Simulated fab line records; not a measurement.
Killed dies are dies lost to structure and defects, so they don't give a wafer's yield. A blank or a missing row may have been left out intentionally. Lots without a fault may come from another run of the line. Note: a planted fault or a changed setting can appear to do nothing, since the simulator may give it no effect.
One fault seen from 3 desks | flow n5 finfet | numbers are kept per desk, each desk with only its own; the story behind them comes last

== AT THE TOOL OWNER'S DESK: rie diel-05 ==
The tool's own readings at N5_SD_EPI_N_ETCH_16 (etches SiO2 in CHF3/O2, target depth 5 nm): means of the sampled wafers that have a number, for each lot that ran on this tool. Marked OUT: a lot whose mean sits more than 4 standard deviations from the usual mean, which makes it out of limits; the brackets give that distance.
Columns: A = drypump motor current A at N5_SD_EPI_N_ETCH_16, usual 5.9 A; B = oes_f_703_au at N5_SD_EPI_N_ETCH_16, usual 0.81 a.u.; C = oes product au at N5_SD_EPI_N_ETCH_16, usual 0.81 a.u.; D = rf fwd power W at N5_SD_EPI_N_ETCH_16, usual 643.0 W; E = rf vpp V at N5_SD_EPI_N_ETCH_16, usual 527 V; F = showerhead plenum p Torr at N5_SD_EPI_N_ETCH_16, usual 2.48 Torr; G = throttle valve pct at N5_SD_EPI_N_ETCH_16, usual 18.83 %
lot  | first seen here | A   | B    | C    | D     | E   | F    | G
L559 | day 4 01:03     | 6.0 | 0.74 | 0.73 | 642.1 | 520 | 2.40 | 19.10
L570 | day 6 20:41     | 6.0 | 0.81 | 0.86 | 640.9 | 524 | 2.51 | 18.81
L573 | day 7 16:10     | 5.8 | 0.83 | 0.88 | 644.3 | 525 | 2.45 | 18.52
Finding of this desk: none of the 3 lots has anything out of limits.

== THE METROLOGY DESK ==
What the gauges read for every lot (on any tool): the sampled wafers with a number, averaged. Marked OUT: a lot whose mean sits more than 4 standard deviations from the usual mean, which makes it out of limits; the brackets give that distance.
Columns: A = cd nm at N5_SD_EPI_N_CD_MEAS_09, usual 119.4 nm; B = SD_N_BLK_OVL at N5_SD_EPI_N_OVL_MEAS_10, usual 0.4 nm
lot  | first seen here | A     | B
L559 | day 4 00:21     | 119.1 | -0.3
L561 | day 4 17:17     | 119.2 | 0.6
L570 | day 6 19:59     | 121.5 | -0.4
L573 | day 7 15:28     | 119.4 | 0.5
L575 | day 8 02:41     | 119.2 | 0.3
L576 | day 8 11:08     | 119.2 | -0.5
Finding of this desk: none of the 6 lots has anything out of limits.

== THE DEFECT DESK ==
Per lot, the means of the sampled wafers with a number show what the inspections along the route counted. Marked OUT: a lot whose mean sits more than 4 standard deviations from the usual mean, which makes it out of limits; the brackets give that distance.
Columns: A = raw defect count at N5_SD_EPI_N_INSPECT_11, usual 2.0
lot  | first seen here | A
L559 | day 4 00:24     | 3.0
L561 | day 4 17:21     | 2.7
L570 | day 6 20:02     | 4.0
L573 | day 7 15:31     | 1.7
L575 | day 8 02:53     | 1.7
L576 | day 8 11:11     | 2.3
Finding of this desk: none of the 6 lots has anything out of limits.

== PUT TOGETHER ==
The tool owner's desk saw nothing out of limits.
From the metrology desk's view, nothing was out of limits.
Nothing out of limits was seen by the defect desk.

== WHAT THE SIMULATOR HAD INSERTED ==
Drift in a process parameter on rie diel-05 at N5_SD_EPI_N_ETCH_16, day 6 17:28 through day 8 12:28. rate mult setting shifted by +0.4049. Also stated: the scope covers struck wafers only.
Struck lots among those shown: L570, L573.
